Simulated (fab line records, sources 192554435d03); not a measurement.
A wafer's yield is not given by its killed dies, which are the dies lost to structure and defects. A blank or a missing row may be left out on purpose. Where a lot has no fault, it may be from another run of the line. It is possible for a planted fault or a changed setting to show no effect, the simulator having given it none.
fab line records	flow n5-finfet
record: lots: 7	wafers: 21
route steps=1938 shown ZERO_LAYER@9 FIN_SAQP@109 DUMMY_GATE@220 SD_EPI_N@268
start-h: start of the lot's first displayed wafer, in hours after the record's first day	wait-h: how many hours have passed since the lot's step before this one	" repeats the value in the row above	L1.1+2: one row covering several wafers at once	- no value, or no start given	* or withheld: withheld	< > ~ a bound
route shown NAME@n: a module of which the file shows steps, and the number in the route of the first	usual: mean and standard deviation over wafers with no fault	same: alike in all rows	chamber/n: place in a boat	sites: each site's reading	_std_site: how widely they spread, as a standard deviation	_edge_site: outer sites' mean less inner sites'	radius-mm: for every site, how far away it sits from the centre of the wafer	mask NAME#n: copy n	behind: the most recent tool/chamber to have shaped the wafer	hold: the reason the lot was held/the length of the hold in hours/how it ended	device: which transistor (n, p or np) failed to switch	end of line: the route-end tests of the same wafers	a step given without rows: its recipe and nothing more	killed: dies that structure and defects cost at the first sort, which is not the same as the wafer's yield	map: a wafer's dies, marking killed ones x, the rest . and places with no die _
set.NAME: the setting as run; set.NAME@STEP: as run at that earlier step	model.NAME: the simulator's own value behind a step, which no gauge read
lots with deliberately changed settings; one table per step, one row per wafer
== steps ==
step: N5_ZERO_LAYER_EXPOSE_08
recipe: mask-id: ZERO	na: 0.55	source-shape: conventional	sigma-outer: 0.8	polarization: unpolarized	defocus-nm: 0	target-cd-nm: 2000	dose-mj: 16.2
lot.wafer	tool	chamber	start-h	wait-h	mask	set.dose-mj
L076.1+5	krf-scanner-01	0	24.59	-	ZERO#0	15.33
L076.2	"	0	"	"	ZERO#0	16.2
L077.4+5	krf-scanner-02	0	30.82	-	ZERO#0	16.2
L077.6	"	0	"	"	ZERO#0	17.01
L082.1+2+5	krf-scanner-01	0	60.59	-	ZERO#0	16.58
L084.2+5+6	krf-scanner-01	0	72.60	-	ZERO#0	16.2
L089.1	krf-scanner-01	0	102.46	-	ZERO#0	15.31
L089.4+6	"	0	"	"	ZERO#0	16.2
L093.2+5	krf-scanner-01	0	126.47	-	ZERO#0	16.2
L093.4	"	0	"	"	ZERO#0	17.26
L094.1+2	krf-scanner-02	0	132.59	-	ZERO#0	17.11
L094.4	"	0	"	"	ZERO#0	16.2
step: N5_ZERO_LAYER_DEVELOP_10
recipe: develop-time-s: 60	rinse-liquid: diw	dry: air-spin	dev-temp-c: 21
lot.wafer	tool	chamber	start-h	wait-h	set.develop-time-s
L076.1+2+5	litho-track-05	0	-	-	60
L077.4+6	litho-track-04	0	-	-	60
L077.5	"	0	"	"	64.72
L082.1+5	litho-track-05	0	-	-	64.81
L082.2	"	0	"	"	60
L084.2+5+6	litho-track-05	0	-	-	60
L089.1	litho-track-03	0	-	-	60
L089.4+6	"	0	"	"	67
L093.2+4	litho-track-04	0	-	-	60
L093.5	"	0	"	"	49.91
L094.1+2+4	litho-track-04	0	-	-	60
step: N5_ZERO_LAYER_HARDBAKE_23
recipe: temp-c: 130	time-s: 120
step: N5_ZERO_LAYER_CD_MEAS_11
recipe: target-cd-nm: 2000	landing-energy-ev: 500	detector: se-inlens
usual: cd-nm: 2000.1/1.6
lot.wafer	tool	chamber	start-h	wait-h	set.dose-mj@ZERO_LAYER_EXPOSE_08	cd-nm
L076.1	cd-sem-03	0	24.77	-	15.33	1987.4
L076.2	"	0	"	"	16.2	1998.1
L076.5	"	0	"	"	15.33	1986.2
L077.4	cd-sem-01	0	30.98	-	16.2	2002.1
L077.5	"	0	"	"	16.2	2005.4
L077.6	"	0	"	"	17.01	2013.3
L082.1	cd-sem-01	0	60.77	-	16.58	2003.7
L082.2	"	0	"	"	16.58	2004.2
L082.5	"	0	"	"	16.58	2006.3
L084.2	cd-sem-03	0	72.77	-	16.2	2001.4
L084.5	"	0	"	"	16.2	2000.3
L084.6	"	0	"	"	16.2	1999.1
L089.1	cd-sem-03	0	102.64	-	15.31	1991.1
L089.4	"	0	"	"	16.2	2003.6
L089.6	"	0	"	"	16.2	2003.6
L093.2	cd-sem-01	0	126.65	-	16.2	1997.1
L093.4	"	0	"	"	17.26	2008.9
L093.5	"	0	"	"	16.2	1994.4
L094.1	cd-sem-03	0	132.77	-	17.11	2013.4
L094.2	"	0	"	"	17.11	2011.2
L094.4	"	0	"	"	16.2	2002.7
step: N5_ZERO_LAYER_DESCUM_16
recipe: chemistry: O2	time-s: 7.9	source-power-w: 50	bias-power-w: 20	pressure-mtorr: 20	rf-frequency-hz: 2.712e+07	temp-c: 40	o2-flow-sccm: 225
lot.wafer	tool	chamber	start-h	wait-h	set.dose-mj@ZERO_LAYER_EXPOSE_08	model.ZERO_LAYER.cd-nm
L076.1	rie-diel-04	1	24.81	0.0	15.33	1988
L076.2	"	0	"	"	16.2	1998
L076.5	"	1	"	"	15.33	1986
L077.4	rie-diel-04	1	31.25	0.3	16.2	2002
L077.5	"	1	"	"	16.2	2005
L077.6	"	2	"	"	17.01	2013
L082.1	rie-diel-01	1	60.80	0.0	16.58	2003
L082.2	"	0	"	"	16.58	2004
L082.5	"	3	"	"	16.58	2006
L084.2	rie-diel-04	0	72.80	0.0	16.2	2002
L084.5	"	1	"	"	16.2	2001
L084.6	"	2	"	"	16.2	1999
L089.1	rie-diel-03	3	102.68	0.0	15.31	1991
L089.4+6	"	1,0	"	"	16.2	2004
L093.2	rie-diel-04	0	126.99	0.3	16.2	1997
L093.4	"	0	"	"	17.26	2009
L093.5	"	1	"	"	16.2	1994
L094.1	rie-diel-04	0	133.25	0.5	17.11	2014
L094.2	"	3	"	"	17.11	2011
L094.4	"	0	"	"	16.2	2002
step: N5_FIN_SAQP_PEB_14
recipe: peb-temp-c: withheld	peb-time-s: 60	resist: CAR-ArF
lot.wafer	tool	chamber	start-h	wait-h	set.peb-time-s
L076.1+2	litho-track-03	0	33.74	0.1	60
L076.5	"	0	"	"	51.01
L077.4+5+6	litho-track-03	0	40.70	0.0	60
L082.1	litho-track-05	0	70.23	0.1	60
L082.2+5	"	0	"	"	49.64
L084.2+5+6	litho-track-05	0	82.41	0.0	60
L089.1+6	litho-track-05	0	111.84	0.1	60
L089.4	"	0	"	"	71.06
L093.2+4+5	litho-track-02	0	141.97	0.0	60
L094.1+4	litho-track-02	0	142.84	0.1	49.32
L094.2	"	0	"	"	60
step: N5_FIN_SAQP_DEVELOP_15
recipe: develop-time-s: 30	developer: TMAH	resist: CAR-ArF	dev-temp-c: 23	rinse-liquid: diw	dry: air-spin
step: N5_FIN_SAQP_CD_MEAS_16
recipe: target-cd-nm: 35.6	landing-energy-ev: 500	detector: se-inlens
usual: cd-nm: 35.59/0.25
lot.wafer	tool	chamber	start-h	wait-h	set.peb-time-s@FIN_SAQP_PEB_14	cd-nm
L076.1	cd-sem-01	0	33.80	-	60	35.38
L076.2	"	0	"	"	60	35.60
L076.5	"	0	"	"	51.01	37.94
L077.4	cd-sem-02	0	40.78	-	60	34.82
L077.5	"	0	"	"	60	35.48
L077.6	"	0	"	"	60	35.51
L082.1	cd-sem-01	0	70.30	-	60	35.71
L082.2	"	0	"	"	49.64	38.69
L082.5	"	0	"	"	49.64	38.55
L084.2	cd-sem-02	0	82.48	-	60	35.37
L084.5	"	0	"	"	60	35.72
L084.6	"	0	"	"	60	35.74
L089.1	cd-sem-01	0	111.91	-	60	35.26
L089.4	"	0	"	"	71.06	33.59
L089.6	"	0	"	"	60	35.85
L093.2	cd-sem-01	0	142.04	-	60	35.74
L093.4	"	0	"	"	60	35.84
L093.5	"	0	"	"	60	35.70
L094.1	cd-sem-03	0	142.90	-	49.32	38.38
L094.2	"	0	"	"	60	35.77
L094.4	"	0	"	"	49.32	38.88
step: N5_FIN_SAQP_FIN_ETCH_36
recipe: chemistry: HBr/Cl2/O2	target-depth-a: 1200	mask-material: SiNx	time-s: 50.4	bias-w: 102	pressure-mtorr: 10	icp-w: 800	HBr_flow_sccm: 150	Cl2_flow_sccm: 80	O2_flow_sccm: 12
lot.wafer	tool	chamber	start-h	wait-h	set.icp-w	model.etch.depth-nm	model.FIN_SAQP.feature-depth-nm
L076.1	rie-si-01	2	38.27	0.0	800	119.9	120
L076.2	"	1	"	"	800	120.3	120.2
L076.5	"	3	"	"	800	122.5	122.6
L077.4	rie-si-03	1	45.17	0.0	876.2	124.1	124.2
L077.5	"	2	"	"	876.2	127	127
L077.6	"	1	"	"	800	119.9	120
L082.1	rie-si-03	0	75.94	0.0	914.9	127.2	127.2
L082.2	"	1	"	"	914.9	127.4	127.4
L082.5	"	2	"	"	800	121.9	122
L084.2	rie-si-03	2	87.83	0.0	800	120.9	121
L084.5	"	2	"	"	800	120.8	120.8
L084.6	"	1	"	"	800	119.4	119.4
L089.1	rie-si-04	0	116.24	0.0	800	120.7	120.8
L089.4	"	1	"	"	850.7	122.5	122.4
L089.6	"	2	"	"	800	121.4	121.4
L093.2	rie-si-03	2	146.22	0.0	800	123.4	123.4
L093.4	"	3	"	"	941.1	130.4	130.4
L093.5	"	0	"	"	800	120.7	120.6
L094.1	rie-si-04	2	147.01	0.0	800	120	120
L094.2	"	0	"	"	800	119.4	119.4
L094.4	"	1	"	"	741.8	114.2	114.2
step: N5_FIN_SAQP_PRECLEAN_38
recipe: chemistry: O3/DIW	time-s: 45	temp-c: 22	o3-ppm: 10
step: N5_FIN_SAQP_PRECLEAN_45
recipe: chemistry: dHF	time-s: 10	dilution: 500:1	temp-c: 25
step: N5_FIN_SAQP_SRD_39
recipe: dry: ipa-marangoni	time-s: 30	temp-c: 23	rinse-liquid: diw
step: N5_FIN_SAQP_OCD_MEAS_76
usual: trench-depth-nm: 120.3/1.5
lot.wafer	tool	chamber	start-h	wait-h	set.icp-w@FIN_SAQP_FIN_ETCH_36	trench-depth-nm
L076.1	ocd-01	-	38.49	0.0	800	119.7
L076.2	"	-	"	"	800	120.3
L076.5	"	-	"	"	800	122.0
L077.4	ocd-02	-	45.40	0.0	876.2	124.3
L077.5	"	-	"	"	876.2	126.7
L077.6	"	-	"	"	800	120.1
L082.1	ocd-02	-	76.16	0.0	914.9	127.6
L082.2	"	-	"	"	914.9	127.4
L082.5	"	-	"	"	800	121.9
L084.2	ocd-02	-	88.05	0.0	800	121.1
L084.5	"	-	"	"	800	121.2
L084.6	"	-	"	"	800	119.5
L089.1	ocd-02	-	116.46	0.0	800	120.5
L089.4	"	-	"	"	850.7	122.4
L089.6	"	-	"	"	800	121.8
L093.2	ocd-01	-	146.44	0.0	800	124.1
L093.4	"	-	"	"	941.1	130.2
L093.5	"	-	"	"	800	121.0
L094.1	ocd-02	-	147.23	0.0	800	120.0
L094.2	"	-	"	"	800	119.6
L094.4	"	-	"	"	741.8	114.5
step: N5_DUMMY_GATE_HM_DEP_06
recipe: material: SiNx	target-thk-a: 800	precursor: DCS/NH3	temp-c: 700	pressure-mtorr: 300	time-s: 5141
lot.wafer	tool	chamber	start-h	wait-h	set.time-s	model.SiNx_of_DUMMY_GATE_HM_DEP_06.thk-nm
L076.1	-	-	-	0.0	5796	90.6
L076.2	"	-	"	"	5796	90.8
L076.5	"	-	"	"	5796	90.4
L077.4+5+6	-	-	-	0.0	5141	80
L082.1	-	-	-	0.0	5709	88.6
L082.2	"	-	"	"	5709	88
L082.5	"	-	"	"	5709	88.8
L084.2	lpcvd-02	0/70	107.63	0.0	5141	81.6
L084.5	"	0/84	"	"	5141	81.8
L084.6	"	0/89	"	"	5141	82
L089.1+4+6	-	-	-	0.0	5141	79.8
L093.2	-	-	-	0.0	5141	80.2
L093.4	"	-	"	"	5141	79.4
L093.5	"	-	"	"	5141	79.8
L094.1+4	-	-	-	0.0	5699	89
L094.2	"	-	"	"	5699	89.6
step: N5_DUMMY_GATE_PECVD_30
recipe: material: SiO2	target-thk-a: 550	temp-c: 400	precursor: TEOS/O2	pressure-torr: 6.5	rf-w: withheld	teos-flow-sccm: withheld	gas: O2	flow-sccm: 2650	time-s: 10.8
lot.wafer	tool	chamber	start-h	wait-h	set.time-s	model.SiO2_of_DUMMY_GATE_PECVD_30.thk-nm
L076.1+2	pecvd-03	0,2	-	-	9.556	48.2
L076.5	"	0	"	"	10.8	55.8
L077.4+6	pecvd-01	2,1	-	-	10.8	55.6
L077.5	"	0	"	"	10.8	55
L082.1	pecvd-02	2	-	-	10.29	51.8
L082.2	"	1	"	"	10.8	53.6
L082.5	"	1	"	"	10.8	54.8
L084.2	pecvd-02	2	111.59	0.0	10.8	54.2
L084.5	"	2	"	"	10.8	54.8
L084.6	"	0	"	"	10.8	54.6
L089.1	pecvd-02	0	-	-	10.38	52
L089.4	"	0	"	"	10.8	55
L089.6	"	2	"	"	10.8	54.8
L093.2	pecvd-01	0	-	-	10.8	54.2
L093.4	"	2	"	"	10.8	55.2
L093.5	"	1	"	"	10.8	55.8
L094.1	pecvd-02	1	-	-	10.8	54.2
L094.2	"	0	"	"	10.8	53.8
L094.4	"	2	"	"	10.8	55.2
step: N5_DUMMY_GATE_COAT_34
recipe: resist: SOC	temp-c: 250	time-s: 60	spin-rpm: 1500	resist-thk-nm: 60
step: N5_DUMMY_GATE_COAT_35
recipe: resist: SiARC	temp-c: 220	time-s: 60	spin-rpm: 1500	resist-thk-nm: 10
step: N5_DUMMY_GATE_ETCH_31
recipe: chemistry: C4F6/O2	target: SiO2	mask-material: SOC	target-depth-a: 825	time-s: 27.5	ion-energy-ev: 250	pressure-mtorr: 30	source-w: 345	bias-w: 185	Ar_flow_sccm: 300	C4F6_flow_sccm: 10	O2_flow_sccm: 10
step: N5_DUMMY_GATE_STRIP_41
recipe: chemistry: O2	power-w: 400	temp-c: 40	pressure-mtorr: 30	rf-frequency-hz: 6e+07	bias-power-w: 0	overash-fraction: 0.3	o2-flow-sccm: 225
step: N5_DUMMY_GATE_HM_OPEN_21
recipe: chemistry: CH3F/O2	target: SiNx	target-depth-a: 1200	Ar_flow_sccm: 150	CH3F_flow_sccm: 30	O2_flow_sccm: 23	time-s: 171.4	pressure-mtorr: 30	source-w: 395	bias-w: 73	ion-energy-ev: 120.7
lot.wafer	tool	chamber	start-h	wait-h	set.time-s@DUMMY_GATE_PECVD_30	model.SiO2_of_DUMMY_GATE_PECVD_30.thk-nm
L076.1+2	rie-diel-03	1,3	60.57	0.0	9.556	38.2
L076.5	"	0	"	"	10.8	45.8
L077.4	rie-diel-04	0	65.77	0.0	10.8	45.6
L077.5	"	1	"	"	10.8	45
L077.6	"	2	"	"	10.8	45.8
L082.1	rie-diel-03	0	97.26	0.0	10.29	41.8
L082.2	"	1	"	"	10.8	43.4
L082.5	"	0	"	"	10.8	44.8
L084.2+6	rie-diel-01	2,3	112.67	0.0	10.8	44.4
L084.5	"	1	"	"	10.8	45
L089.1	rie-diel-04	3	137.13	0.0	10.38	42.2
L089.4	"	1	"	"	10.8	45.2
L089.6	"	0	"	"	10.8	44.8
L093.2	rie-diel-03	0	166.22	0.0	10.8	44.2
L093.4	"	2	"	"	10.8	45.4
L093.5	"	2	"	"	10.8	46
L094.1	rie-diel-01	1	167.04	0.0	10.8	44
L094.2	"	0	"	"	10.8	43.6
L094.4	"	2	"	"	10.8	45.4
step: N5_SD_EPI_N_PEB_07
recipe: peb-temp-c: 110	peb-time-s: 60	resist: CAR-ArF-block
lot.wafer	tool	chamber	start-h	wait-h	set.peb-temp-c
L076.1+5	litho-track-01	0	62.02	0.1	110
L076.2	"	0	"	"	108.7
L077.4+5	litho-track-02	0	67.28	0.0	107.7
L077.6	"	0	"	"	110
L082.1+2+5	litho-track-01	0	101.97	0.1	110
L084.2+5+6	litho-track-01	0	114.88	0.0	110
L089.1+4	litho-track-01	0	138.75	0.1	110
L089.6	"	0	"	"	107.6
L093.2+4+5	litho-track-02	0	167.82	0.0	110
L094.1+4	litho-track-02	0	168.50	0.1	110
L094.2	"	0	"	"	107.3
step: N5_SD_EPI_N_DEVELOP_08
recipe: develop-time-s: 30	developer: TMAH	resist: CAR-ArF-block	dev-temp-c: 23	rinse-liquid: diw	dry: air-spin
step: N5_SD_EPI_N_CD_MEAS_09
recipe: target-cd-nm: 120	landing-energy-ev: 500	detector: se-inlens
usual: cd-nm: 120.0/0.6
lot.wafer	tool	chamber	start-h	wait-h	set.peb-temp-c@SD_EPI_N_PEB_07	cd-nm
L076.1	cd-sem-03	0	62.09	-	110	119.8
L076.2	"	0	"	"	108.7	116.7
L076.5	"	0	"	"	110	119.4
L077.4	cd-sem-01	0	67.35	-	107.7	114.3
L077.5	"	0	"	"	107.7	114.9
L077.6	"	0	"	"	110	120.7
L082.1	cd-sem-03	0	102.04	-	110	119.9
L082.2	"	0	"	"	110	120.6
L082.5	"	0	"	"	110	120.7
L084.2	cd-sem-03	0	114.95	-	110	120.4
L084.5	"	0	"	"	110	119.9
L084.6	"	0	"	"	110	119.3
L089.1	cd-sem-01	0	138.82	-	110	120.3
L089.4	"	0	"	"	110	120.5
L089.6	"	0	"	"	107.6	113.2
L093.2	cd-sem-03	0	167.89	-	110	120.5
L093.4	"	0	"	"	110	120.3
L093.5	"	0	"	"	110	120.5
L094.1	cd-sem-03	0	168.56	-	110	120.4
L094.2	"	0	"	"	107.3	112.6
L094.4	"	0	"	"	110	120.9
step: N5_SD_EPI_N_DESCUM_14
recipe: chemistry: O2	time-s: 7.9	source-power-w: 50	bias-power-w: 20	pressure-mtorr: 20	rf-frequency-hz: 2.712e+07	temp-c: 40	resist: CAR-ArF-block	o2-flow-sccm: 225
lot.wafer	tool	chamber	start-h	wait-h	set.peb-temp-c@SD_EPI_N_PEB_07	model.SD_EPI_N.cd-nm
L076.1	rie-diel-06	0	62.18	0.0	110	120
L076.2	"	1	"	"	108.7	116.6
L076.5	"	2	"	"	110	119.8
L077.4	rie-diel-05	2	67.45	0.0	107.7	114.2
L077.5	"	0	"	"	107.7	114.6
L077.6	"	3	"	"	110	120.6
L082.1	rie-diel-06	2	102.13	0.0	110	120
L082.2+5	"	0	"	"	110	120.6
L084.2	rie-diel-02	0	115.04	0.0	110	120.2
L084.5	"	3	"	"	110	119.8
L084.6	"	0	"	"	110	119.2
L089.1+4	rie-diel-06	3,1	138.97	0.1	110	120.6
L089.6	"	0	"	"	107.6	113.4
L093.2	rie-diel-06	0	167.98	0.0	110	120.4
L093.4	"	2	"	"	110	120.2
L093.5	"	2	"	"	110	120.6
L094.1	rie-diel-02	2	168.95	0.3	110	120.4
L094.2	"	3	"	"	107.3	113
L094.4	"	1	"	"	110	120.6
step: N5_SD_EPI_N_ETCH_34
recipe: chemistry: CF4	target: SiARC	target-depth-a: 455	mask-material: CAR-ArF-block	time-s: 75.8	ion-energy-ev: 80	pressure-mtorr: 40	source-w: 545	bias-w: 36	Ar_flow_sccm: 100	cf4-flow-sccm: 100	ends: cleared
lot.wafer	tool	chamber	start-h	wait-h	set.peb-temp-c@SD_EPI_N_PEB_07	model.SD_EPI_N.cd-nm
L076.1	rie-diel-06	0	62.21	0.0	110	119.8
L076.2	"	1	"	"	108.7	116.4
L076.5	"	2	"	"	110	119.6
L077.4	rie-diel-05	2	67.49	0.0	107.7	114.4
L077.5	"	0	"	"	107.7	114.8
L077.6	"	3	"	"	110	120.8
L082.1	rie-diel-06	2	102.16	0.0	110	119.8
L082.2	"	0	"	"	110	120.6
L082.5	"	0	"	"	110	120.4
L084.2+5	rie-diel-02	0,3	115.07	0.0	110	120.2
L084.6	"	0	"	"	110	119.4
L089.1+4	rie-diel-06	3,1	139.01	0.0	110	120.4
L089.6	"	0	"	"	107.6	113.4
L093.2+4	rie-diel-06	0,2	168.01	0.0	110	120.4
L093.5	"	2	"	"	110	120.6
L094.1	rie-diel-02	2	168.98	0.0	110	120.6
L094.2	"	3	"	"	107.3	113.2
L094.4	"	1	"	"	110	120.8
step: N5_SD_EPI_N_ETCH_35
recipe: chemistry: N2/H2	target: SOC	overetch-a: 1080	mask-material: SiARC	temp-c: 40	ion-energy-ev: 100	source-w: 3000	bias-w: 133	pressure-mtorr: 20	time-s: 486	n2-flow-sccm: 200	h2-flow-sccm: 200
lot.wafer	tool	chamber	start-h	wait-h	set.peb-temp-c@SD_EPI_N_PEB_07	model.SD_EPI_N.cd-nm
L076.1	rie-diel-06	0	62.27	0.0	110	119.8
L076.2	"	1	"	"	108.7	115.8
L076.5	"	2	"	"	110	118.8
L077.4	rie-diel-05	2	67.54	0.0	107.7	113
L077.5	"	0	"	"	107.7	115
L077.6	"	3	"	"	110	122
L082.1	rie-diel-06	2	102.22	0.0	110	119.6
L082.2	"	0	"	"	110	120.8
L082.5	"	0	"	"	110	121.4
L084.2	rie-diel-02	0	115.13	0.0	110	120.8
L084.5	"	3	"	"	110	121
L084.6	"	0	"	"	110	119.6
L089.1	rie-diel-06	3	139.06	0.0	110	121
L089.4	"	1	"	"	110	120
L089.6	"	0	"	"	107.6	114.2
L093.2+5	rie-diel-06	0,2	168.07	0.0	110	121.4
L093.4	"	2	"	"	110	120.4
L094.1	rie-diel-02	2	169.04	0.0	110	121.2
L094.2	"	3	"	"	107.3	113.4
L094.4	"	1	"	"	110	121.6
step: N5_SD_EPI_N_ETCH_16
recipe: chemistry: CHF3/O2	target: SiO2	target-depth-a: 50	mask-material: SOC	pressure-mtorr: 30	source-w: 650	bias-w: 170	Ar_flow_sccm: 200	CHF3_flow_sccm: 50	O2_flow_sccm: 5	ion-energy-ev: 200
lot.wafer	tool	chamber	start-h	wait-h	set.target-depth-a	set.peb-temp-c@SD_EPI_N_PEB_07	model.SD_EPI_N.cd-nm	model.etch.depth-nm
L076.1	rie-diel-06	0	62.79	0.1	52.57	110	119.8	5.217
L076.2	"	1	"	"	50	108.7	115.6	4.929
L076.5	"	2	"	"	52.57	110	118.8	5.217
L077.4	rie-diel-05	2	68.07	0.1	50	107.7	113	4.877
L077.5	"	0	"	"	47.78	107.7	115	4.716
L077.6	"	3	"	"	47.78	110	122	4.71
L082.1	rie-diel-06	2	102.74	0.1	54.05	110	119.4	5.302
L082.2	"	0	"	"	50	110	120.6	4.936
L082.5	"	0	"	"	50	110	121.2	4.943
L084.2	rie-diel-02	0	115.65	0.1	50	110	120.8	4.94
L084.5	"	3	"	"	50	110	121.2	4.858
L084.6	"	0	"	"	50	110	119.6	4.957
L089.1	rie-diel-06	3	139.59	0.1	50	110	120.8	5.046
L089.4	"	1	"	"	44.66	110	120	4.366
L089.6	"	0	"	"	44.66	107.6	114	4.438
L093.2	rie-diel-06	0	168.59	0.1	50	110	121.2	5.012
L093.4	"	2	"	"	47.21	110	120.4	4.682
L093.5	"	2	"	"	50	110	121.2	4.954
L094.1	rie-diel-02	2	169.57	0.1	55.35	110	121.4	5.538
L094.2	"	3	"	"	50	107.3	113.2	4.903
L094.4	"	1	"	"	50	110	121.6	5.034
== key ==
split: step: N5_ZERO_LAYER_EXPOSE_08	setting: dose-mj	stated: 16.2	by: wafer
response: step: N5_ZERO_LAYER_CD_MEAS_11	reading: cd-nm	change: +2	per: 1%	r: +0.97
response: step: N5_ZERO_LAYER_DESCUM_16	reading: model.ZERO_LAYER.cd-nm	change: +2	per: 1%	r: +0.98
split: step: N5_ZERO_LAYER_DEVELOP_10	setting: develop-time-s	stated: 60	by: wafer
response none clear
split: step: N5_FIN_SAQP_PEB_14	setting: peb-time-s	stated: 60	by: wafer
response: step: N5_FIN_SAQP_CD_MEAS_16	reading: cd-nm	change: -0.148	per: 1%	r: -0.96
split: step: N5_FIN_SAQP_FIN_ETCH_36	setting: icp-w	stated: 800	by: wafer
response: step: N5_FIN_SAQP_FIN_ETCH_36	reading: model.etch.depth-nm	change: +0.466	per: 1%	r: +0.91
response: step: N5_FIN_SAQP_FIN_ETCH_36	reading: model.FIN_SAQP.feature-depth-nm	change: +0.465	per: 1%	r: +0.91
response: step: N5_FIN_SAQP_OCD_MEAS_76	reading: trench-depth-nm	change: +0.45	per: 1%	r: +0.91
split: step: N5_DUMMY_GATE_HM_DEP_06	setting: time-s	stated: 5141	by: lot
response: step: N5_DUMMY_GATE_HM_DEP_06	reading: model.SiNx_of_DUMMY_GATE_HM_DEP_06.thk-nm	change: +0.787	per: 1%	r: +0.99
split: step: N5_DUMMY_GATE_PECVD_30	setting: time-s	stated: 10.8	by: wafer
response: step: N5_DUMMY_GATE_PECVD_30	reading: model.SiO2_of_DUMMY_GATE_PECVD_30.thk-nm	change: +0.648	per: 1%	r: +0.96
response: step: N5_DUMMY_GATE_HM_OPEN_21	reading: model.SiO2_of_DUMMY_GATE_PECVD_30.thk-nm	change: +0.643	per: 1%	r: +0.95
split: step: N5_SD_EPI_N_PEB_07	setting: peb-temp-c	stated: 110	by: wafer
response: step: N5_SD_EPI_N_CD_MEAS_09	reading: cd-nm	change: +3.1	per: 1%	r: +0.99
response: step: N5_SD_EPI_N_DESCUM_14	reading: model.SD_EPI_N.cd-nm	change: +3.08	per: 1%	r: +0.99
response: step: N5_SD_EPI_N_ETCH_34	reading: model.SD_EPI_N.cd-nm	change: +3.05	per: 1%	r: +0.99
response: step: N5_SD_EPI_N_ETCH_35	reading: model.SD_EPI_N.cd-nm	change: +3.28	per: 1%	r: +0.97
response: step: N5_SD_EPI_N_ETCH_16	reading: model.SD_EPI_N.cd-nm	change: +3.35	per: 1%	r: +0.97
split: step: N5_SD_EPI_N_ETCH_16	setting: target-depth-a	stated: 50	by: wafer
response: step: N5_SD_EPI_N_ETCH_16	reading: model.etch.depth-nm	change: +0.0533	per: 1%	r: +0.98
